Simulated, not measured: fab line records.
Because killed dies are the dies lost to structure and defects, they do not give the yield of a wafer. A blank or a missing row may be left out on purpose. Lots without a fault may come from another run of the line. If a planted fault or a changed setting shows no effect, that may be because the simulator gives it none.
Which of the tools did it? -- flow nand_harc -- 33 wafers from 11 lots sampled at 5 of the route's 1302 steps

WHAT THE GAUGES SHOWED, per wafer
NHARC_END_SORT_01. Usual: defect_limited_yield 92.0 %, standard deviation 2.6; killed_at_array 49, standard deviation 18; killed_at_other 0.8, standard deviation 1; killed_at_periphery 4.2, standard deviation 2.8; killed_dies 54, standard deviation 18; killed_open 3.0, standard deviation 1.7; killed_short 2.5, standard deviation 1.6; sort_bin_2_pct 2.8 %, standard deviation 1.2; sort_bin_3_pct 0.6 %, standard deviation 0.37; sort_bin_4_pct 4.6 %, standard deviation 1.5; sort_n_pass 623, standard deviation 18; sort_rim_yield_pct 92 %, standard deviation 4.2; sort_yield_pct 92.0 %, standard deviation 2.6.
lot,measured,on,defect_limited_yield (%),killed_at_array,killed_at_other,killed_at_periphery,killed_dies,killed_open,killed_short,sort_bin_2_pct (%),sort_bin_3_pct (%),sort_bin_4_pct (%),sort_n_pass,sort_rim_yield_pct (%),sort_yield_pct (%),flag
L997,day 25 11:13,prober-02,92.8 89.7 91.1,39 64 52,0 0 0,10 6 8,49 70 60,0 3 2,2 0 2,3.4 4.3 3.4,0.4 0.4 0.3,3.4 5.6 5.2,628 607 617,90 85 92,92.8 89.7 91.1,
L106,day 28 20:19,prober-02,86.9 87.3 87.6,85 83 79,0 0 2,4 3 3,89 86 84,1 2 1,0 0 3,4.7 4.4 4.9,1.5 1.3 0.7,6.9 6.9 6.8,588 591 593,88 91 86,86.9 87.3 87.6,
L107,day 28 20:17,prober-01,96.6 95.0 96.0,20 30 25,0 1 0,3 3 2,23 34 27,4 4 5,4 5 3,0.4 1.6 0.7,0.1 0.1 0.1,2.8 3.2 3.1,654 643 650,92 97 94,96.6 95.0 96.0,
L110,day 30 23:26,prober-02,91.0 95.0 92.9,59 25 45,0 3 1,2 6 2,61 34 48,2 4 4,4 2 4,3.5 1.9 2.4,0.4 0.3 0.6,5.0 2.8 4.1,616 643 629,97 90 94,91.0 95.0 92.9,
L116,day 32 06:07,prober-02,94.2 94.7 94.7,33 29 27,0 0 2,6 7 7,39 36 36,2 3 2,5 0 2,2.1 1.6 1.9,0 0.1 0.1,3.7 3.5 3.2,638 641 641,92 97 96,94.2 94.7 94.7,
L114,day 32 06:57,prober-01,91.0 92.8 91.1,53 42 59,3 0 0,5 7 1,61 49 60,3 2 1,1 3 0,2.5 2.8 3.7,0.3 0.6 0.4,6.2 3.8 4.7,616 628 617,89 88 96,91.0 92.8 91.1,

WHAT TOOL EACH LOT RAN ON (gives the tool, then ch and the chambers of the sampled wafers, and finally the start)
lot,NHARC_A_BONDPAD_ETCH_12,NHARC_HYBRID_BOND_ACTIVATE_00,NHARC_THIN_TSV_EXPOSE_09,NHARC_THIN_TSV_DEP_47
L997,"rie_diel-10 ch 0, day 24 04:26","rie_diel-04 ch 0,1,2, day 24 07:12","krf_scanner-01 ch 0, day 24 20:04","pecvd-04 ch 1,2, day 24 22:04"
L106,"rie_diel-08 ch 0,1,2, day 27 14:58 or earlier","rie_diel-01 ch 0,1,2, day 27 14:58","krf_scanner-02 ch 0, day 28 05:13","pecvd-02 ch 0,2, day 28 07:13"
L107,"rie_diel-10 ch 0,1,3, day 27 18:04 or earlier","rie_diel-12 ch 0,1,3, day 27 18:04","krf_scanner-02 ch 0, day 28 06:14","pecvd-01 ch 0,1,2, day 28 08:28"
L110,"rie_diel-13 ch 0,2,3, day 29 10:04 or earlier","rie_diel-12 ch 0,1,2, day 29 10:04","krf_scanner-03 ch 0, day 30 00:02","pecvd-02 ch 0,1, day 30 02:12"
L112,"rie_diel-10 ch 0,2,3, day 29 14:20 or earlier","rie_diel-12 ch 0,1,3, day 29 14:20","krf_scanner-01 ch 0, day 30 02:34","pecvd-02 ch 0,1,2, day 30 05:20"
L111,"rie_diel-10 ch 1,2, day 29 15:05 or earlier","rie_diel-01 ch 1,2,3, day 29 15:05","krf_scanner-03 ch 0, day 30 01:19","pecvd-01 ch 1,2, day 30 03:25"
L113,"rie_diel-10 ch 1,2, day 30 11:58 or earlier","rie_diel-12 ch 2,3, day 30 11:58","krf_scanner-01 ch 0, day 31 02:32","pecvd-01 ch 0,1,2, day 31 04:46"
L116,"rie_diel-10 ch 0,1, day 31 03:05 or earlier","rie_diel-12 ch 2,3, day 31 03:05","krf_scanner-01 ch 0, day 31 15:04","pecvd-02 ch 0,2, day 31 17:07"
L114,"rie_diel-10 ch 0,1,2, day 31 05:24 or earlier","rie_diel-12 ch 0,2,3, day 31 05:24","krf_scanner-01 ch 0, day 31 16:22","pecvd-01 ch 1,2, day 31 18:22"
L118,"rie_diel-10 ch 1,2,3, day 32 02:26 or earlier","rie_diel-12 ch 0,1,2, day 32 02:26","krf_scanner-03 ch 0, day 32 16:11","pecvd-02 ch 0,1,2, day 32 18:11"
L119,"rie_diel-10 ch 0,1,2, day 33 02:11 or earlier","rie_diel-12 ch 0,1,2, day 33 02:11","krf_scanner-03 ch 0, day 33 15:15","pecvd-01 ch 1,2, day 33 17:18"
- NHARC_A_BONDPAD_ETCH_12: etches the open film in CHF3/O2, target depth 220 nm, time 110 s.
- NHARC_HYBRID_BOND_ACTIVATE_00: chemistry N2, time 60 s.
- NHARC_THIN_TSV_EXPOSE_09: exposes mask TSV.
- NHARC_THIN_TSV_DEP_47: deposits SiO2, target thk 200 nm.

WHAT THE TOOLS THEMSELVES READ (means of the sampled wafers that have a number; where no wafer has one, the mark that the record gives instead)
NHARC_A_BONDPAD_ETCH_12. Usual: drypump_motor_current_A 5.6 A, standard deviation 0.37; oes_product_au 0.941 a.u., standard deviation 0.022; rf_vpp_V 370.5 V, standard deviation 2.5; showerhead_plenum_p_Torr 2.39 Torr, standard deviation 0.11; throttle_valve_pct 20.572 %, standard deviation 0.0091.
lot,tool,drypump_motor_current_A (A),oes_product_au (a.u.),rf_vpp_V (V),showerhead_plenum_p_Torr (Torr),throttle_valve_pct (%),flag
L997,rie_diel-10,5.7,0.931,371.6,2.43,20.575,
L106,rie_diel-08,5.7,0.923,368.8,2.31,20.578,
L107,rie_diel-10,5.4,0.953,370.9,2.41,20.565,
L110,rie_diel-13,5.8,0.921,370.5,2.40,20.570,
L112,rie_diel-10,5.5,0.924,371.6,2.44,20.564,
L111,rie_diel-10,5.8,0.981,368.3,2.31,20.576,
L113,rie_diel-10,5.8,0.975,368.6,2.29,20.570,
L116,rie_diel-10,5.7,0.966,367.9,2.31,20.569,
L114,rie_diel-10,5.7,0.957,368.9,2.34,20.572,
L118,rie_diel-10,5.5,0.930,370.1,2.38,20.583,
L119,rie_diel-10,5.7,0.950,369.6,2.34,20.587,

NHARC_HYBRID_BOND_ACTIVATE_00. Usual: drypump_motor_current_A 5.6 A, standard deviation 0.35; oes_product_au 1.000 a.u., standard deviation 0.0096; rf_vpp_V 64.1 V, standard deviation 0.97; showerhead_plenum_p_Torr 1.76 Torr, standard deviation 0.094.
lot,tool,drypump_motor_current_A (A),oes_product_au (a.u.),rf_vpp_V (V),showerhead_plenum_p_Torr (Torr),flag
L997,rie_diel-04,5.6,1.011,64.1,1.75,
L106,rie_diel-01,5.5,0.995,63.2,1.75,
L107,rie_diel-12,5.7,1.005,64.5,1.77,
L110,rie_diel-12,5.6,1.003,63.8,1.72,
L112,rie_diel-12,5.7,0.998,63.8,1.77,
L111,rie_diel-01,5.9,1.011,63.6,1.75,
L113,rie_diel-12,5.8,0.996,64.7,1.80,
L116,rie_diel-12,5.8,0.999,64.7,1.80,
L114,rie_diel-12,5.6,0.989,65.0,1.80,
L118,rie_diel-12,5.6,1.003,64.3,1.72,
L119,rie_diel-12,5.6,0.991,64.0,1.72,

NHARC_THIN_TSV_EXPOSE_09. Usual: exposure_dose_mJ_cm2 30.65, standard deviation 0.031; stage_vel_mm_s 500.02 mm/s, standard deviation 0.25.
lot,tool,exposure_dose_mJ_cm2,stage_vel_mm_s (mm/s),flag
L997,krf_scanner-01,30.67,500.17,
L106,krf_scanner-02,28.20,500.23,OFF
L107,krf_scanner-02,28.66,500.06,OFF
L110,krf_scanner-03,30.68,499.92,
L112,krf_scanner-01,30.64,499.91,
L111,krf_scanner-03,30.67,500.39,
L113,krf_scanner-01,30.65,500.04,
L116,krf_scanner-01,30.61,500.15,
L114,krf_scanner-01,30.61,500.40,
L118,krf_scanner-03,30.64,500.18,
L119,krf_scanner-03,30.68,499.66,

NHARC_THIN_TSV_DEP_47. Usual: throttle_valve_pct at 16.3 %, with a standard deviation of 0.62.
lot,tool,throttle_valve_pct (%),flag
L997,pecvd-04,16.8,
L106,pecvd-02,15.5,
L107,pecvd-01,16.6,
L110,pecvd-02,15.9,
L112,pecvd-02,15.8,
L111,pecvd-01,16.5,
L113,pecvd-01,16.4,
L116,pecvd-02,15.6,
L114,pecvd-01,16.9,
L118,pecvd-02,15.8,
L119,pecvd-01,16.9,

THE ANSWER, worked out from the rows above alone
Rule: take the mean of a lot's wafers that have a number; if it is more than 3 standard deviations from the usual mean, the lot is off. A lot without any number at a reading at which 4 lots or more have one is off too. Any other lot the step has rows for is counted as sound. First the gauges in route order, then the tools' own readings, where a lot's mean is used as printed above. At the first step where some lot is off, the reading lying furthest off is the one used; lots without a number count as furthest.
Off: L106, L107 (NHARC_THIN_TSV_EXPOSE_09, exposure_dose_mJ_cm2).
If a tool, at that step or one of the process steps before it, ran each lot that is off and ran no sound lot following the first of them, it fits. NHARC_A_BONDPAD_ETCH_12: start missing for some lots; hours and lot order therefore follow NHARC_HYBRID_BOND_ACTIVATE_00. One candidate fits, namely krf_scanner-02 at NHARC_THIN_TSV_EXPOSE_09. It ran no sound lot before its first lot that is off in this sample, so the start can't be narrowed down.
On the lots that are off, the tool's own readings at NHARC_THIN_TSV_EXPOSE_09 differ by more than 5 times the standard deviation of the sound lots' means, which bears it out; exposure_dose_mJ_cm2 reads 28.43 there versus 30.65 on the sound lots.

WHAT WAS PUT IN BY THE SIMULATOR
Process parameter drift: krf_scanner-02, from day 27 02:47 on, at NHARC_THIN_TSV_EXPOSE_09. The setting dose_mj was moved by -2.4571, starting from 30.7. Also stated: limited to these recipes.
Struck lots among those shown: L107, L106. Same finding as the rule above.
